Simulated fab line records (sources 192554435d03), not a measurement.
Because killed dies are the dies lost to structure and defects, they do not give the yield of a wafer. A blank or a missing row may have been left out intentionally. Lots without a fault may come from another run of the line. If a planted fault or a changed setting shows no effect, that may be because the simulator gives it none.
fab line records    flow n5-finfet
record lots=24  wafers=72  last-day=18
route steps=1938 shown BEOL_M5@1159 BEOL_M6@1196
lots untouched by any fault: they come from a run of this same line in which no faults occurred
start-h: start of the lot's first displayed wafer, in hours after the record's first day    wait-h: time in hours since the lot's previous step    " as in the row above    L1.1+2: a single row standing in for several wafers    - no value present, or no start provided    * or withheld: withheld    < > ~ a bound
route shown NAME@n: names a module that has steps shown in the file, with the first one's number in the route    usual: mean and standard deviation over wafers with no fault    same: alike in all rows    chamber/n: place in a boat    sites: each site's reading    _std_site: their standard deviation    _edge_site: the outer-site mean with the inner-site mean subtracted    radius-mm: how far each site lies from the wafer's centre    mask NAME#n: copy n    behind: tool/chamber where the wafer was last shaped    hold: why the lot was held/for how many hours/how that ended    device: which transistor (n, p or np) failed to switch    end of line: tests run on the same wafers once the route is complete    a step without rows: its recipe alone    killed: dies that structure and defects cost at the first sort, which is not the same as the wafer's yield    map: the dies of a wafer, with x for killed, . for not killed, _ for no die there
set.NAME: the setting as run; set.NAME@STEP: as run at that earlier step    model.NAME: the simulator's own value behind a step, which no gauge read
route steps across a sampled set of lots; one table per step, one row per wafer
services: the hour from which a tool's chamber was out of use, counted from the record's first day as start-h (under 0 if before that day), plus the number of hours and why
## steps
# step N5_BEOL_M5_STRIP_36
# recipe chemistry=N2/H2  power-w=450  temp-c=40  pressure-mtorr=20  rf-frequency-hz=6e+07  overash-fraction=0.3  bias-power-w=7  h2-frac=0.5  n2-flow-sccm=200  h2-flow-sccm=200
# usual drypump-motor-current-A=5.7/0.48  oes-product-au=0.79/0.068  rf-vpp-V=59.5/1.4  showerhead-plenum-p-Torr=2.54/0.098  throttle-valve-pct=23.68/0.3
lot.wafer  tool         chamber  start-h  wait-h  drypump-motor-current-A  oes-product-au  rf-hours-counter-h  rf-vpp-V  showerhead-plenum-p-Torr  throttle-valve-pct
L074.2     rie-diel-03  2        173.46   0.0     6.1                      0.87            67                  60.0      2.57                      23.28
L074.3     "            1        "        "       6.0                      0.73            188                 61.8      2.41                      23.56
L074.4     "            0        "        "       5.4                      0.75            150                 57.6      2.54                      23.58
L075.1     rie-diel-04  2        183.19   0.0     4.8                      0.73            182                 56.8      2.63                      23.39
L075.2     "            3        "        "       6.1                      0.74            162                 58.5      2.43                      23.66
L075.5     "            0        "        "       6.3                      0.74            -                   61.1      2.53                      23.39
L076.2     rie-diel-04  1        192.89   0.0     5.4                      0.84            53                  61.8      2.47                      24.19
L076.4     "            2        "        "       4.8                      0.74            184                 59.3      2.63                      23.37
L076.5     "            3        "        "       6.1                      0.74            -                   60.6      2.43                      23.64
L077.3     rie-diel-05  1        198.41   0.0     5.3                      0.86            60                  57.8      2.69                      23.45
L077.5     "            0        "        "       6.3                      0.85            -                   60.2      2.48                      24.06
L077.6     "            1        "        "       5.3                      0.87            -                   61.1      2.69                      23.43
L078.1     rie-diel-05  0        200.88   0.0     6.3                      0.87            55                  57.6      2.48                      24.08
L078.4     "            3        "        "       5.3                      0.69            237                 61.9      2.50                      23.44
L078.5     "            3        "        "       5.3                      0.69            -                   59.9      2.50                      23.47
L079.1     rie-diel-05  3        214.75   0.0     5.3                      0.69            241                 59.5      2.50                      23.49
L079.3     "            2        "        "       5.4                      0.83            79                  59.6      2.68                      23.85
L079.5     "            3        "        "       5.3                      0.70            -                   58.0      2.50                      23.49
L080.2     rie-diel-04  3        218.30   0.0     6.0                      0.73            169                 57.2      2.42                      23.66
L080.5     "            1        "        "       5.4                      0.84            -                   59.7      2.47                      24.21
L080.6     "            0        "        "       6.2                      0.73            -                   55.9      2.52                      23.39
L081.1     rie-diel-04  1        222.41   0.0     5.4                      0.84            62                  58.5      2.47                      24.22
L081.2     "            0        "        "       6.2                      0.72            187                 57.5      2.52                      23.40
L081.3     "            3        "        "       6.0                      0.73            170                 58.8      2.42                      23.63
L084.1     rie-diel-05  1        225.80   0.0     5.3                      0.84            69                  60.2      2.68                      23.47
L084.3     "            0        "        "       6.3                      0.84            62                  60.3      2.47                      24.09
L084.6     "            1        "        "       5.3                      0.85            -                   58.7      2.68                      23.45
L082.1     rie-diel-04  3        231.28   0.0     6.0                      0.72            173                 61.1      2.42                      23.64
L082.3     "            2        "        "       4.8                      0.72            196                 60.6      2.63                      23.41
L082.5     "            0        "        "       6.3                      0.72            -                   60.2      2.52                      23.40
L083.2     rie-diel-04  2        241.37   0.0     4.7                      0.71            199                 60.3      2.63                      23.41
L083.5     "            1        "        "       5.4                      0.83            -                   58.0      2.46                      24.20
L083.6     "            0        "        "       6.3                      0.72            -                   60.9      2.52                      23.40
L085.2     rie-diel-05  0        247.09   0.0     6.3                      0.83            70                  59.8      2.47                      24.13
L085.5     "            0        "        "       6.4                      0.85            -                   59.7      2.47                      24.09
L085.6     "            2        "        "       5.4                      0.82            -                   59.9      2.67                      23.85
L086.3     rie-diel-05  1        248.28   0.0     5.3                      0.85            76                  62.5      2.68                      23.47
L086.4     "            2        "        "       5.4                      0.84            -                   61.6      2.67                      23.89
L086.5     "            0        "        "       6.3                      0.84            -                   60.9      2.47                      24.06
L087.1     rie-diel-04  3        262.07   0.0     6.0                      0.72            181                 58.6      2.42                      23.66
L087.4     "            2        "        "       4.8                      0.70            205                 58.2      2.62                      23.43
L087.5     "            2        "        "       4.8                      0.71            -                   59.6      2.62                      23.46
L088.2     rie-diel-04  2        265.89   0.0     4.7                      0.73            206                 60.2      2.63                      23.42
L088.3     "            0        "        "       6.3                      0.73            201                 59.6      2.52                      23.46
L088.5     "            3        "        "       6.0                      0.72            -                   59.6      2.42                      23.66
L090.1     rie-diel-04  1        267.64   0.0     5.4                      0.82            77                  60.3      2.46                      24.24
L090.2     "            2        "        "       4.8                      0.72            206                 60.9      2.62                      23.42
L090.3     "            3        "        "       6.0                      0.71            183                 60.9      2.42                      23.67
L089.1     rie-diel-04  0        268.33   0.0     6.3                      0.73            202                 61.2      2.52                      23.42
L089.2     "            1        "        "       5.4                      0.82            77                  59.6      2.46                      24.22
L089.4     "            3        "        "       6.0                      0.72            184                 60.0      2.42                      23.67
L091.3     rie-diel-03  2        275.33   0.0     6.1                      0.81            98                  57.1      2.56                      23.33
L091.4     "            2        "        "       6.2                      0.80            -                   58.9      2.56                      23.32
L091.6     "            1        "        "       5.9                      0.71            -                   59.1      2.39                      23.61
L092.4     rie-diel-05  2        282.95   0.0     5.4                      0.82            104                 58.6      2.67                      23.89
L092.5     "            3        "        "       5.3                      0.98            -                   59.1      2.49                      23.21
L092.6     "            2        "        "       5.4                      0.82            -                   57.4      2.67                      23.88
L095.1     rie-diel-04  0        290.72   0.0     6.3                      0.71            208                 59.2      2.52                      23.44
L095.2     "            3        "        "       6.0                      0.72            189                 59.3      2.42                      23.67
L095.3     "            2        "        "       4.8                      0.70            212                 57.8      2.62                      23.44
L093.1     rie-diel-05  2        292.38   0.0     5.4                      0.81            107                 60.8      2.67                      23.87
L093.4     "            1        "        "       5.3                      0.84            92                  61.4      2.67                      23.52
L093.6     "            1        "        "       5.3                      0.84            -                   60.1      2.67                      23.51
L094.1     rie-diel-03  2        301.05   0.0     6.2                      0.80            106                 57.6      2.56                      23.31
L094.2     "            0        "        "       5.4                      0.72            185                 58.5      2.53                      23.60
L094.3     "            1        "        "       6.0                      0.71            227                 58.7      2.39                      23.61
L096.1     rie-diel-03  1        307.81   0.0     6.0                      0.71            230                 59.1      2.39                      23.62
L096.3     "            0        "        "       5.4                      0.73            188                 59.0      2.52                      23.63
L096.4     "            2        "        "       6.1                      0.81            109                 57.4      2.56                      23.34
L097.1     rie-diel-05  2        311.58   0.0     5.5                      0.80            114                 59.5      2.66                      23.89
L097.3     "            0        "        "       6.3                      0.80            94                  58.0      2.46                      24.11
L097.6     "            1        "        "       5.3                      0.82            -                   59.1      2.67                      23.49
# step N5_BEOL_M5_DEGAS_44
# recipe ambient=vacuum  temp-c=250  time-s=60
# usual heater-power-w=303/35
# same time-s=60
lot.wafer  tool            chamber  start-h  wait-h  heater-power-w
L074.2     pvd-sputter-01  -        174.87   0.8     266
L074.3     "               -        "        "       253
L074.4     "               -        "        "       376
L075.1     pvd-sputter-02  -        184.58   0.8     297
L075.2     "               -        "        "       334
L075.5     "               -        "        "       335
L076.2     pvd-sputter-03  -        193.84   0.5     325
L076.4     "               -        "        "       262
L076.5     "               -        "        "       293
L077.3     pvd-sputter-02  -        199.14   0.2     308
L077.5     "               -        "        "       334
L077.6     "               -        "        "       307
L078.1     pvd-sputter-02  -        202.12   0.3     308
L078.4     "               -        "        "       335
L078.5     "               -        "        "       347
L079.1     pvd-sputter-03  -        215.65   0.5     258
L079.3     "               -        "        "       293
L079.5     "               -        "        "       320
L080.2     pvd-sputter-03  -        219.13   0.3     264
L080.5     "               -        "        "       295
L080.6     "               -        "        "       260
L081.1     pvd-sputter-02  -        223.23   0.4     336
L081.2     "               -        "        "       334
L081.3     "               -        "        "       295
L084.1     pvd-sputter-01  -        226.58   0.3     247
L084.3     "               -        "        "       319
L084.6     "               -        "        "       252
L082.1     pvd-sputter-01  -        232.27   0.5     245
L082.3     "               -        "        "       320
L082.5     "               -        "        "       248
L083.2     pvd-sputter-01  -        242.31   0.4     254
L083.5     "               -        "        "       323
L083.6     "               -        "        "       250
L085.2     pvd-sputter-03  -        248.14   0.3     325
L085.5     "               -        "        "       302
L085.6     "               -        "        "       263
L086.3     pvd-sputter-01  -        249.01   0.2     265
L086.4     "               -        "        "       248
L086.5     "               -        "        "       364
L087.1     pvd-sputter-02  -        262.85   0.3     300
L087.4     "               -        "        "       331
L087.5     "               -        "        "       337
L088.2     pvd-sputter-02  -        267.11   0.7     316
L088.3     "               -        "        "       345
L088.5     "               -        "        "       304
L090.1     pvd-sputter-01  -        268.97   0.9     261
L090.2     "               -        "        "       316
L090.3     "               -        "        "       252
L089.1     pvd-sputter-01  -        269.37   0.6     255
L089.2     "               -        "        "       262
L089.4     "               -        "        "       366
L091.3     pvd-sputter-03  -        277.07   1.2     286
L091.4     "               -        "        "       261
L091.6     "               -        "        "       266
L092.4     pvd-sputter-01  -        285.17   1.6     264
L092.5     "               -        "        "       370
L092.6     "               -        "        "       314
L095.1     pvd-sputter-01  -        291.64   0.5     264
L095.2     "               -        "        "       369
L095.3     "               -        "        "       252
L093.1     pvd-sputter-03  -        293.47   0.6     325
L093.4     "               -        "        "       262
L093.6     "               -        "        "       286
L094.1     pvd-sputter-03  -        301.86   0.4     259
L094.2     "               -        "        "       323
L094.3     "               -        "        "       301
L096.1     pvd-sputter-03  -        308.60   0.4     328
L096.3     "               -        "        "       280
L096.4     "               -        "        "       293
L097.1     pvd-sputter-03  -        312.54   0.4     295
L097.3     "               -        "        "       268
L097.6     "               -        "        "       328
# step N5_BEOL_M5_PRE_CLEAN_77
# recipe gas=NH3/H2  time-s=15  temp-c=*  rf-power-w=300
# usual heater-power-w=96/17
# same time-s=15
lot.wafer  tool       chamber  start-h  wait-h  heater-power-w
L074.2     cvd-co-02  1        180.81   0.0     79
L074.3     "          0        "        "       68
L074.4     "          2        "        "       96
L075.1     cvd-co-02  0        190.75   0.0     71
L075.2     "          2        "        "       96
L075.5     "          0        "        "       70
L076.2     cvd-co-01  2        199.69   0.0     89
L076.4     "          0        "        "       112
L076.5     "          1        "        "       123
L077.3     cvd-co-02  2        205.75   0.0     96
L077.5     "          2        "        "       98
L077.6     "          0        "        "       70
L078.1     cvd-co-01  0        207.94   0.0     112
L078.4     "          0        "        "       115
L078.5     "          1        "        "       122
L079.1     cvd-co-01  0        221.76   0.0     114
L079.3     "          2        "        "       92
L079.5     "          0        "        "       110
L080.2     cvd-co-02  2        225.32   0.0     99
L080.5     "          1        "        "       81
L080.6     "          2        "        "       98
L081.1     cvd-co-02  0        229.41   0.0     73
L081.2     "          1        "        "       79
L081.3     "          2        "        "       96
L084.1     cvd-co-02  0        232.57   0.0     74
L084.3     "          1        "        "       82
L084.6     "          2        "        "       99
L082.1     cvd-co-01  1        238.43   0.0     118
L082.3     "          0        "        "       110
L082.5     "          0        "        "       114
L083.2     cvd-co-01  1        248.27   0.0     119
L083.5     "          2        "        "       87
L083.6     "          1        "        "       124
L085.2     cvd-co-02  1        254.06   0.0     82
L085.5     "          0        "        "       73
L085.6     "          1        "        "       82
L086.3     cvd-co-01  0        254.77   0.0     112
L086.4     "          1        "        "       119
L086.5     "          2        "        "       89
L087.1     cvd-co-01  0        268.67   0.0     113
L087.4     "          1        "        "       119
L087.5     "          0        "        "       113
L088.2     cvd-co-01  1        273.10   0.0     117
L088.3     "          2        "        "       91
L088.5     "          2        "        "       91
L090.1     cvd-co-02  1        274.79   0.0     82
L090.2     "          2        "        "       97
L090.3     "          0        "        "       72
L089.1     cvd-co-01  0        275.55   0.0     111
L089.2     "          1        "        "       118
L089.4     "          1        "        "       118
L091.3     cvd-co-01  0        282.87   0.0     111
L091.4     "          2        "        "       90
L091.6     "          0        "        "       112
L092.4     cvd-co-02  2        291.76   0.1     100
L092.5     "          0        "        "       70
L092.6     "          1        "        "       80
L095.1     cvd-co-01  0        297.54   0.0     115
L095.2     "          1        "        "       119
L095.3     "          2        "        "       91
L093.1     cvd-co-02  2        301.81   0.2     97
L093.4     "          1        "        "       81
L093.6     "          0        "        "       72
L094.1     cvd-co-02  1        308.73   0.0     80
L094.2     "          2        "        "       99
L094.3     "          0        "        "       71
L096.1     cvd-co-02  2        314.92   0.0     99
L096.3     "          1        "        "       81
L096.4     "          2        "        "       97
L097.1     cvd-co-01  2        319.79   0.1     92
L097.3     "          1        "        "       122
L097.6     "          0        "        "       115
# step N5_BEOL_M5_CO_CAP_78
# recipe material=Co  target-thk-a=20  temp-c=200  precursor=CCTBA/H2  pressure-torr=30  time-s=102.1
# usual heater-power-w=249/21
# same time-s=102.1
lot.wafer  tool       chamber  start-h  wait-h  heater-power-w
L074.2     cvd-co-02  1        180.85   0.0     227
L074.3     "          0        "        "       223
L074.4     "          2        "        "       251
L075.1     cvd-co-02  0        190.79   0.0     217
L075.2     "          2        "        "       253
L075.5     "          0        "        "       218
L076.2     cvd-co-01  2        199.73   0.0     243
L076.4     "          0        "        "       270
L076.5     "          1        "        "       286
L077.3     cvd-co-02  2        205.79   0.0     250
L077.5     "          2        "        "       256
L077.6     "          0        "        "       220
L078.1     cvd-co-01  0        207.98   0.0     259
L078.4     "          0        "        "       269
L078.5     "          1        "        "       285
L079.1     cvd-co-01  0        221.80   0.0     273
L079.3     "          2        "        "       237
L079.5     "          0        "        "       266
L080.2     cvd-co-02  2        225.36   0.0     257
L080.5     "          1        "        "       231
L080.6     "          2        "        "       252
L081.1     cvd-co-02  0        229.45   0.0     221
L081.2     "          1        "        "       236
L081.3     "          2        "        "       247
L084.1     cvd-co-02  0        232.61   0.0     219
L084.3     "          1        "        "       229
L084.6     "          2        "        "       243
L082.1     cvd-co-01  1        238.47   0.0     280
L082.3     "          0        "        "       269
L082.5     "          0        "        "       266
L083.2     cvd-co-01  1        248.31   0.0     275
L083.5     "          2        "        "       241
L083.6     "          1        "        "       279
L085.2     cvd-co-02  1        254.10   0.0     228
L085.5     "          0        "        "       220
L085.6     "          1        "        "       231
L086.3     cvd-co-01  0        254.81   0.0     270
L086.4     "          1        "        "       283
L086.5     "          2        "        "       243
L087.1     cvd-co-01  0        268.71   0.0     269
L087.4     "          1        "        "       276
L087.5     "          0        "        "       274
L088.2     cvd-co-01  1        273.14   0.0     285
L088.3     "          2        "        "       236
L088.5     "          2        "        "       239
L090.1     cvd-co-02  1        274.83   0.0     231
L090.2     "          2        "        "       253
L090.3     "          0        "        "       213
L089.1     cvd-co-01  0        275.59   0.0     272
L089.2     "          1        "        "       280
L089.4     "          1        "        "       285
L091.3     cvd-co-01  0        282.91   0.0     269
L091.4     "          2        "        "       239
L091.6     "          0        "        "       270
L092.4     cvd-co-02  2        291.82   0.0     258
L092.5     "          0        "        "       223
L092.6     "          1        "        "       235
L095.1     cvd-co-01  0        297.58   0.0     275
L095.2     "          1        "        "       282
L095.3     "          2        "        "       242
L093.1     cvd-co-02  2        301.85   0.0     257
L093.4     "          1        "        "       234
L093.6     "          0        "        "       215
L094.1     cvd-co-02  1        308.77   0.0     231
L094.2     "          2        "        "       245
L094.3     "          0        "        "       218
L096.1     cvd-co-02  2        314.96   0.0     254
L096.3     "          1        "        "       234
L096.4     "          2        "        "       254
L097.1     cvd-co-01  2        319.83   0.0     238
L097.3     "          1        "        "       281
L097.6     "          0        "        "       269
# step N5_BEOL_M6_THK_MEAS_01
# recipe reads=SiCOH_lowk_of_BEOL_M6_ILD_DEP_00
# usual M6_ILD_THK=154.9/2
lot.wafer  tool           chamber  start-h  wait-h  M6_ILD_THK[nm]
L074.2     film-metro-01  -        181.68   0.4     155.2
L074.3     "              -        "        "       153.2
L074.4     "              -        "        "       155.4
L075.1     film-metro-01  -        192.09   0.8     153.2
L075.2     "              -        "        "       152.9
L075.5     "              -        "        "       154.9
L076.2     film-metro-02  -        200.58   0.4     155.5
L076.4     "              -        "        "       160.8
L076.5     "              -        "        "       158.0
L077.3     film-metro-01  -        206.70   0.3     156.3
L077.5     "              -        "        "       158.0
L077.6     "              -        "        "       157.8
L078.1     film-metro-01  -        208.80   0.4     153.8
L078.4     "              -        "        "       157.7
L078.5     "              -        "        "       155.6
L079.1     film-metro-01  -        222.63   0.4     155.1
L079.3     "              -        "        "       155.1
L079.5     "              -        "        "       157.2
L080.2     film-metro-02  -        226.20   0.4     154.6
L080.5     "              -        "        "       155.2
L080.6     "              -        "        "       153.3
L081.1     film-metro-01  -        230.27   0.4     150.9
L081.2     "              -        "        "       151.0
L081.3     "              -        "        "       151.8
L084.1     film-metro-02  -        233.43   0.4     152.4
L084.3     "              -        "        "       151.4
L084.6     "              -        "        "       154.4
L082.1     film-metro-02  -        239.29   0.4     154.7
L082.3     "              -        "        "       153.3
L082.5     "              -        "        "       156.3
L083.2     film-metro-02  -        249.13   0.4     154.1
L083.5     "              -        "        "       156.6
L083.6     "              -        "        "       156.4
L085.2     film-metro-02  -        254.94   0.4     153.3
L085.5     "              -        "        "       157.0
L085.6     "              -        "        "       156.0
L086.3     film-metro-02  -        255.64   0.3     154.8
L086.4     "              -        "        "       158.8
L086.5     "              -        "        "       155.5
L087.1     film-metro-02  -        269.54   0.4     154.7
L087.4     "              -        "        "       154.0
L087.5     "              -        "        "       153.7
L088.2     film-metro-02  -        273.96   0.4     155.6
L088.3     "              -        "        "       155.7
L088.5     "              -        "        "       159.0
L090.1     film-metro-01  -        275.65   0.4     151.6
L090.2     "              -        "        "       151.8
L090.3     "              -        "        "       151.7
L089.1     film-metro-01  -        276.41   0.4     153.2
L089.2     "              -        "        "       154.0
L089.4     "              -        "        "       156.7
L091.3     film-metro-02  -        284.22   0.5     153.6
L091.4     "              -        "        "       156.5
L091.6     "              -        "        "       157.6
L092.4     film-metro-01  -        292.61   0.2     159.5
L092.5     "              -        "        "       155.9
L092.6     "              -        "        "       154.3
L095.1     film-metro-02  -        298.40   0.4     153.8
L095.2     "              -        "        "       151.6
L095.3     "              -        "        "       152.0
L093.1     film-metro-02  -        302.88   0.4     153.3
L093.4     "              -        "        "       155.4
L093.6     "              -        "        "       154.6
L094.1     film-metro-02  -        309.60   0.4     151.9
L094.2     "              -        "        "       152.8
L094.3     "              -        "        "       154.0
L096.1     film-metro-01  -        315.78   0.4     155.1
L096.3     "              -        "        "       156.2
L096.4     "              -        "        "       155.3
L097.1     film-metro-01  -        320.65   0.4     154.0
L097.3     "              -        "        "       154.3
L097.6     "              -        "        "       157.7
# step N5_BEOL_M6_CD_MEAS_11
# recipe target-cd-nm=38.5  landing-energy-ev=500  detector=se-inlens  polarity=opening
# usual cd-nm=38.6/0.42
lot.wafer  tool       chamber  start-h  wait-h  cd-nm
L074.2     cd-sem-01  0        183.54   -       39.3
L074.3     "          0        "        "       39.1
L074.4     "          0        "        "       38.3
L075.1     cd-sem-03  0        192.89   -       39.1
L075.2     "          0        "        "       38.8
L075.5     "          0        "        "       37.9
L076.2     cd-sem-01  0        202.04   -       39.0
L076.4     "          0        "        "       39.0
L076.5     "          0        "        "       38.3
L077.3     cd-sem-02  0        207.66   -       38.5
L077.5     "          0        "        "       38.8
L077.6     "          0        "        "       38.8
L078.1     cd-sem-02  0        211.19   -       38.3
L078.4     "          0        "        "       38.6
L078.5     "          0        "        "       38.9
L079.1     cd-sem-01  0        223.74   -       38.6
L079.3     "          0        "        "       38.5
L079.5     "          0        "        "       38.5
L080.2     cd-sem-03  0        227.03   -       39.5
L080.5     "          0        "        "       38.5
L080.6     "          0        "        "       38.9
L081.1     cd-sem-03  0        230.97   -       38.2
L081.2     "          0        "        "       38.3
L081.3     "          0        "        "       38.5
L084.1     cd-sem-02  0        234.66   -       39.4
L084.3     "          0        "        "       39.8
L084.6     "          0        "        "       38.4
L082.1     cd-sem-03  0        240.84   -       38.5
L082.3     "          0        "        "       38.5
L082.5     "          0        "        "       38.5
L083.2     cd-sem-01  0        249.74   -       38.4
L083.5     "          0        "        "       38.4
L083.6     "          0        "        "       37.8
L085.2     cd-sem-03  0        256.73   -       38.4
L085.5     "          0        "        "       39.4
L085.6     "          0        "        "       38.6
L086.3     cd-sem-03  0        256.93   -       37.9
L086.4     "          0        "        "       38.7
L086.5     "          0        "        "       38.8
L087.1     cd-sem-02  0        272.85   -       38.7
L087.4     "          0        "        "       38.1
L087.5     "          0        "        "       38.5
L088.2     cd-sem-01  0        275.02   -       38.2
L088.3     "          0        "        "       38.6
L088.5     "          0        "        "       38.8
L090.1     cd-sem-01  0        277.78   -       38.5
L090.2     "          0        "        "       39.1
L090.3     "          0        "        "       38.6
L089.1     cd-sem-03  0        277.99   -       39.0
L089.2     "          0        "        "       38.9
L089.4     "          0        "        "       39.0
L091.3     cd-sem-03  0        285.97   -       38.2
L091.4     "          0        "        "       38.6
L091.6     "          0        "        "       37.8
L092.4     cd-sem-02  0        294.05   -       38.4
L092.5     "          0        "        "       38.2
L092.6     "          0        "        "       38.3
L095.1     cd-sem-03  0        300.88   -       38.6
L095.2     "          0        "        "       38.6
L095.3     "          0        "        "       38.6
L093.1     cd-sem-02  0        304.38   -       39.0
L093.4     "          0        "        "       38.3
L093.6     "          0        "        "       38.6
L094.1     cd-sem-01  0        311.48   -       38.2
L094.2     "          0        "        "       38.1
L094.3     "          0        "        "       37.9
L096.1     cd-sem-02  0        316.44   -       38.9
L096.3     "          0        "        "       38.4
L096.4     "          0        "        "       38.4
L097.1     cd-sem-01  0        321.15   -       38.5
L097.3     "          0        "        "       39.0
L097.6     "          0        "        "       38.3
## services
tool            chamber  start-h  hours  kind
rie-diel-04     3        158.32   14.6   repair
rie-diel-03     2        166.17   6.7    repair
pvd-sputter-03  -        168.44   10.5   repair
rie-diel-04     3        193.36   5.3    repair
rie-diel-04     3        210.71   1.6    repair
rie-diel-05     3        242.10   -      clean
rie-diel-05     3        242.10   -      consumable-replace:focus-ring
rie-diel-05     3        242.10   27.1   scheduled-down
rie-diel-05     3        242.10   27.1   vent-cycle
rie-diel-05     1        245.40   1.7    repair
cvd-co-01       -        264.18   1.5    repair
rie-diel-04     2        270.32   2.7    repair
rie-diel-04     2        293.38   3.7    repair
## key
fault none
